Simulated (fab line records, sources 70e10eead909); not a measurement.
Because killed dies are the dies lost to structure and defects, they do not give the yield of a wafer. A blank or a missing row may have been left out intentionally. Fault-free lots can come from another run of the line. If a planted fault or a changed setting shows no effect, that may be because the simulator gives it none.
Comparing a struck lot with a sound one || flow nandHarc || 23 out of 1159 route steps
Sound: the wafers L198.2, L198.5, L198.6. The struck wafers were L204.1, L204.2, L204.6. At the end, the cause is stated.
For every step that has rows: the tool of each side, followed by ch and its chambers, followed by its first start. Under that, the readings that differ: sound wafers || struck wafers || difference of the means || sigmas: that difference in standard deviations of wafers without a fault.
alike: same words and numbers on both sides, and readings whose means sit less than 2 such deviations apart. not compared: any withheld reading, any reading some wafer has no value for, any bound like >300 that may hide the same value, and any number with overlapping values for which the record gives no deviation.
A row with sigmas, a row that says differs or no value, or rows on one side alone: a step with any of these is where the two part. Numbers that have no deviation but don't overlap get no sigmas and don't part them. A reading missing from all wafers of one side parts the sides only when that side holds two or more wafers.

NHARC_A_CONTACT_CMP_20: polishes, t overpolish 30 s, target thk 300 nm.
  sound on cmp-04 ch 0,3, day 17 06:02; struck on cmp-03 ch 0,2, day 19 10:13
  alike: motorCurrentA, overpolishRunS, timeToEndpointS
following that, these wafers have no rows for 1 step: NHARC_A_CONTACT_SRD_22.
NHARC_A_CONTACT_INSPECT_23:
  sound on defectInspect-01, day 17 06:26; struck on defectInspect-02, day 19 10:35
  alike: rawDefectCount
then, 8 steps without rows for these wafers: NHARC_A_BLC_DEHYDRATE_00 (time 120 s); NHARC_A_BLC_HMDS_01 (time 30 s); NHARC_A_BLC_COAT_02 (time 75 s); NHARC_A_BLC_COAT_03 (time 65 s); NHARC_A_BLC_COAT_04 (resist thk 90 nm); NHARC_A_BLC_SOFTBAKE_05 (time 55 s); NHARC_A_BLC_EBR_06; NHARC_A_BLC_EXPOSE_07 (exposes mask A BLC, target cd 100 nm).
NHARC_A_BLC_PEB_08: peb time 65 s.
  sound on lithoTrack-01 ch 0, day 17 06:44; struck on lithoTrack-01 ch 0, day 19 10:53
{"reading": "heaterPowerTotalW (W)", "sound": "156.5 157.0 156.5", "struck": "152.4 151.2 151.6", "difference": -4.9, "sigmas": -11}
{"reading": "plateTempC (C)", "sound": "100.15 100.10 99.73", "struck": "97.80 98.01 97.69", "difference": -2.16, "sigmas": -18}
  alike: chillPlateTempC
then, 1 step without rows for these wafers: NHARC_A_BLC_DEVELOP_09 (develop time 35 s).
NHARC_A_BLC_CD_MEAS_10: the cd target is 100 nm.
  sound on cdSem-03 ch 0, day 17 06:49; struck on cdSem-01 ch 0, day 19 10:58
{"reading": "cdNm (nm)", "sound": "99.4 100.0 99.1", "struck": "91.5 90.9 91.3", "difference": -8.3, "sigmas": -11}
NHARC_A_BLC_OVL_MEAS_11:
  sound on overlay-02, day 17 06:55; struck on overlay-01, day 19 11:03
{"reading": "overlayXNm (nm)", "sound": "-0.4 -1.0 -0.8", "struck": "1.4 1.7 1.1", "difference": "+2.1", "sigmas": "+3"}
{"reading": "overlayYNm (nm)", "sound": "-1.6 -1.3 -1.2", "struck": "0.9 0.5 0.3", "difference": "+1.9", "sigmas": "+2"}
NHARC_A_BLC_INSPECT_12:
  sound on defectInspect-01, day 17 06:57; struck on defectInspect-02, day 19 11:05
  alike: rawDefectCount
NHARC_A_BLC_DESCUM_15: chemistry O2, time 3 s.
  sound on rieDiel-08 ch 1,2,3, day 17 07:02; struck on rieDiel-02 ch 0,1,3, day 19 11:10
{"reading": "model.A_BLC.cdNm (nm)", "sound": "99.63 99.63 99.33", "struck": "91 90.8 91.81", "difference": -8, "sigmas": ""}
  alike: drypumpMotorCurrentA, oesProductAu, rfVppV, showerheadPlenumPTorr, throttleValvePct
  not compared: rfHoursCounterH
NHARC_A_BLC_ETCH_16: etches the open film in CF4, target depth 39 nm, time 65 s.
  sound on rieDiel-08 ch 0,1,2, day 17 07:07; struck on rieDiel-02 ch 1,2,3, day 19 11:15
  alike: cf4FlowSccm, drypumpMotorCurrentA, oesProductAu, rfVppV, showerheadPlenumPTorr, throttleValvePct
  not compared: rfHoursCounterH
NHARC_A_BLC_ETCH_17: etches the open film in N2/H2, target depth 390 nm, time 609.38 s.
  sound on rieDiel-08 ch 2,3; struck on rieDiel-02 ch 0,2,3
  alike: drypumpMotorCurrentA, oesProductAu, rfVppV, showerheadPlenumPTorr, throttleValvePct
  not compared: rfHoursCounterH
NHARC_A_BLC_ETCH_18: etches the open film in C4F8/O2/Ar, target depth 910 nm.
  sound on rieDiel-08 ch 0,3; struck on rieDiel-02 ch 2,3
  alike: oesProductAu, rfVppV
  not compared: rfHoursCounterH, model.A_BLC.cdNm
NHARC_A_BLC_CD_MEAS_19:
  sound on cdSem-02, day 17 07:59; struck on cdSem-03, day 19 12:07
{"reading": "cdNm (nm)", "sound": "100.9 100.9 92.7", "struck": "92.5 87.5 92.8", "difference": -7.2, "sigmas": -3}
NHARC_A_BLC_STRIP_29: strips in CF4.
  sound on rieDiel-08 ch 1,2,3, day 17 08:04; struck on rieDiel-06 ch 1,3, day 19 12:12
  alike: cf4FlowSccm, drypumpMotorCurrentA, oesProductAu, rfVppV, showerheadPlenumPTorr, throttleValvePct
  not compared: rfHoursCounterH
NHARC_END_SORT_01:
  at this point the record logs the struck wafers (prober-01 ch 0, day 21 10:16) and has no rows for the sound ones

== WHERE THEY PART ==
Earliest at NHARC_A_BLC_PEB_08; latest, in this record, at NHARC_END_SORT_01.

WHY: what had been put in by the simulator
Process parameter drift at NHARC_A_BLC_PEB_08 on lithoTrack-01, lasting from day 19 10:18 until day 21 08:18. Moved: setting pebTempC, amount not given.
